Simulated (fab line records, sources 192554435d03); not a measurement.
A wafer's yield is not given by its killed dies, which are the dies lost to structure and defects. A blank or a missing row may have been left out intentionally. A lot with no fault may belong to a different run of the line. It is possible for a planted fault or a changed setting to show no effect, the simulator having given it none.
Split-lot study -- flow n5-finfet -- on a route of 1938 steps: 7 lots, 21 wafers read

## SPLIT DETAILS
At N5_FIN_CUT_EXPOSE_05 (exposes mask FIN CUT), the setting dose-mj was moved away from the recipe's 45.75 on 10 of the 21 wafers read, by -5.1% to +3.1%. For the rest of the wafers, this setting stayed at what the recipe calls for.

## FROM THE SPLIT TO THE READING: what the file shows between them, 4 steps
- N5_FIN_CUT_PEB_06: peb time 60 s
- N5_FIN_CUT_DEVELOP_07: develop time 30 s
- N5_FIN_CUT_DESCUM_13: chemistry O2, time 7 s
- N5_FIN_CUT_ETCH_30: etches underlayer in N2/H2, target depth 13 nm, time 10.4 s

## THE READING
FIN_CUT.cd-offset-nm (the simulator's own value, which no gauge read), in nm, at N5_FIN_CUT_ETCH_20 (etches SiARC in CF4, target depth 26 nm, time 43.3 s). No usual value for it is given in the file. Across the 11 wafers here that went through the recipe, the average is 0.1 nm and the standard deviation 0.16 nm.

wafer,"tool, chamber at the split",dose-mj as run,against the recipe,"FIN_CUT.cd-offset-nm, nm",against lot-mates on the recipe
L081.2,"euv-scanner-02, 0",43.41,-5.1%,-0.8,-1.1
L081.5,"euv-scanner-02, 0",45.75,recipe,0.2,-
L081.6,"euv-scanner-02, 0",45.75,recipe,0.4,-
L083.2,"euv-scanner-02, 0",47.1,+3.0%,0.4,+0.4
L083.4,"euv-scanner-02, 0",47.1,+3.0%,0.4,+0.4
L083.5,"euv-scanner-02, 0",45.75,recipe,0,-
L085.1,"euv-scanner-01, 0",45.75,recipe,0.2,-
L085.6,"euv-scanner-01, 0",45.75,recipe,0.2,-
L085.2,"euv-scanner-01, 0",45.75,recipe,0,-
L086.3,"euv-scanner-02, 0",44.54,-2.6%,-0.4,no lot-mate on the recipe
L086.5,"euv-scanner-02, 0",44.54,-2.6%,-0.4,no lot-mate on the recipe
L086.6,"euv-scanner-02, 0",44.54,-2.6%,-0.4,no lot-mate on the recipe
L089.3,"euv-scanner-02, 0",45.75,recipe,-0.2,-
L089.5,"euv-scanner-02, 0",47.15,+3.1%,0.6,+0.8
L089.6,"euv-scanner-02, 0",47.15,+3.1%,0.6,+0.8
L090.2,"euv-scanner-02, 0",46.91,+2.5%,0.6,+0.4
L090.6,"euv-scanner-02, 0",46.91,+2.5%,0.6,+0.4
L090.4,"euv-scanner-02, 0",45.75,recipe,0.2,-
L096.2,"euv-scanner-02, 0",45.75,recipe,0,-
L096.5,"euv-scanner-02, 0",45.75,recipe,0,-
L096.3,"euv-scanner-02, 0",45.75,recipe,0.2,-

THE FIT
A straight line over all 21 wafers: FIN_CUT.cd-offset-nm changes by +0.167 nm for each +1% of dose-mj; r = +0.94; the points scatter about the line by 0.14 nm.
The same after taking each lot's own level away (the mean of its wafers on the recipe; 18 wafers): +0.201 nm for each +1%; r = +0.96; scatter 0.12 nm.
The reading moves by 1 nm for the largest change in dose-mj, on that fit.
The span of the lots' own levels, -0.20 to 0.30 nm, comes to 3.2 times the standard deviation stated above.
Thus the slope moves with the lot-to-lot level: the two fits are different.
Check: for one of the wafers moved furthest among these (-5.1%), held out of the fit, the line's prediction against its lot-mates is -0.979 nm. Against them it came out at -1.1 nm.

## THESE WAFERS: OTHER SPLITS
Other splits were also applied to these wafers ahead of the reading. Each is held against what the fit with the lots' levels taken away leaves over:
other split on the same wafers,wafers away from the commonest value,r with FIN_CUT.cd-offset-nm (lot level and that fit taken away)
N5_WELL_APT_COAT_19 spin-rpm,10,+0.14
N5_FIN_SAQP_SPACER1_ALD_24 ald-cycles,6,+0.29

## THE WHOLE CHAIN: every reading that the file lists as answering this split, in the file's order
step,what it does,reading,change (the file's fit),r (the file's)
N5_FIN_CUT_ETCH_30,"etches underlayer in N2/H2, target depth 13 nm, time 10.4 s","FIN_CUT.cd-offset-nm (the simulator's own value, which no gauge read)",+0.181 nm for each +1% of the setting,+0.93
N5_FIN_CUT_ETCH_20,"etches SiARC in CF4, target depth 26 nm, time 43.3 s","FIN_CUT.cd-offset-nm (the simulator's own value, which no gauge read)",+0.203 nm for each +1% of the setting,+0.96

## THE FILE'S OWN FIT
FIN_CUT.cd-offset-nm changes by +0.203 nm for each +1% of dose-mj, r = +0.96.
